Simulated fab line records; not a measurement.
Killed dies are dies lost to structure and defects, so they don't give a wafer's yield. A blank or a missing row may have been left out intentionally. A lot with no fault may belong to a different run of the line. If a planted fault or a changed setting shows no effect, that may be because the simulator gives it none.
Code-filled problem report in 8D (eight disciplines) form    flow nandHarc    the parts of the form that need people (team, actions taken, sign-off) are left out

== 1. PROBLEM STATEMENT ==
Mean of killedAtArray at NHARC_END_SORT_01: 138 across 6 wafers in 2 lots; on wafers with no fault it is 29 (standard deviation 13). Measured from the usual mean, that is +8.4 standard deviations.
Earliest sighting: wafer L368.1 on prober-02 at day 24 02:37. The record holds 6 wafers of 2 lots with a number at this step. By rule, "out" or "out of limits" means more than 4 standard deviations away from the usual mean. All remaining wafers that have a number are taken as sound.

== 2. WHAT IT IS, AND WHAT IT ISN'T ==
question                     is                         is not
which readings at this step  killedAtArray, killedDies  killedAtOther, killedAtPeriphery, killedOpen, killedShort
which lots                   L368, L369                 -
which wafers of those lots   all that have a number     -
read on which gauges         prober-01, prober-02       -
when                         from day 24 02:37          up to then (0 sound wafers)

== 3. WHAT RULES OUT EACH SUSPECT ==
Counting: a tool at a process step up to the reading stays a suspect if it ran every lot that is out and no sound lot after the first of them.
- the gauge at NHARC_END_SORT_01: ruled out. The wafers that are out were read on 2 gauges (prober-01, prober-02).
- harCapEtch-03 at NHARC_A_CONTACT_ETCH_132 (etches the open film in C4F8/O2/Ar, time 156 s, target depth 958 nm): kept. It ran every lot that is out, first L368 (day 21 13:13), and no sound lot after that.
- rieDiel-04 at NHARC_A_BONDPAD_STRIP_15 (strips in O2): kept. It ran every lot that is out, first L368 (day 22 20:19), and no sound lot after that.
- rieDiel-04 at NHARC_A_BONDPAD_ETCH_24 (etches the open film in CF4/N2, target depth 30 nm, time 72.99 s): kept. It ran every lot that is out, first L368 (day 22 20:52), and no sound lot after that. NHARC_A_BONDPAD_ETCH_24 gives no start for some lots, so the hours and the order of its lots are those of NHARC_A_BONDPAD_DEGAS_25.
harCapEtch-03 at NHARC_A_CONTACT_ETCH_132, rieDiel-04 at NHARC_A_BONDPAD_STRIP_15 and rieDiel-04 at NHARC_A_BONDPAD_ETCH_24 are what is left after counting.

== 4. THE CAUSE (what the simulator had put in) ==
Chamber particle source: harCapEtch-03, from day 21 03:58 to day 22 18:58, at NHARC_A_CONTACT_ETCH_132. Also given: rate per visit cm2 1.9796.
Counting leaves 3 suspects; this tool is one of them.

== 5. THE EFFECT CHAIN, in route order ==
Each row: a reading whose mean over the struck wafers that have a number lies more than 3 standard deviations from the usual. Readings are gone through only where the record gives a usual standard deviation; hours: the median, over the lots, of the time from a lot's start at the first step in this table giving one to that lot's start at this step; sigmas: the change measured in usual standard deviations.
hours  step               reading        usual  on struck wafers  change  sigmas
0      NHARC_END_SORT_01  killedAtArray  29     138               +109    +8.4
0      NHARC_END_SORT_01  killedDies     33     140               +107    +8.2

== 6. HOW IT WOULD HAVE BEEN CAUGHT EARLIER ==
71 hours passed between the start of the fault at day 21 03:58 and the first reading out of limits at a measuring or inspecting step in this record, taken at day 24 02:37.
By day 24 02:37, every lot that is out (2) had started NHARC_A_CONTACT_ETCH_132 on harCapEtch-03. A hold on the tool at that time would have spared none of them.
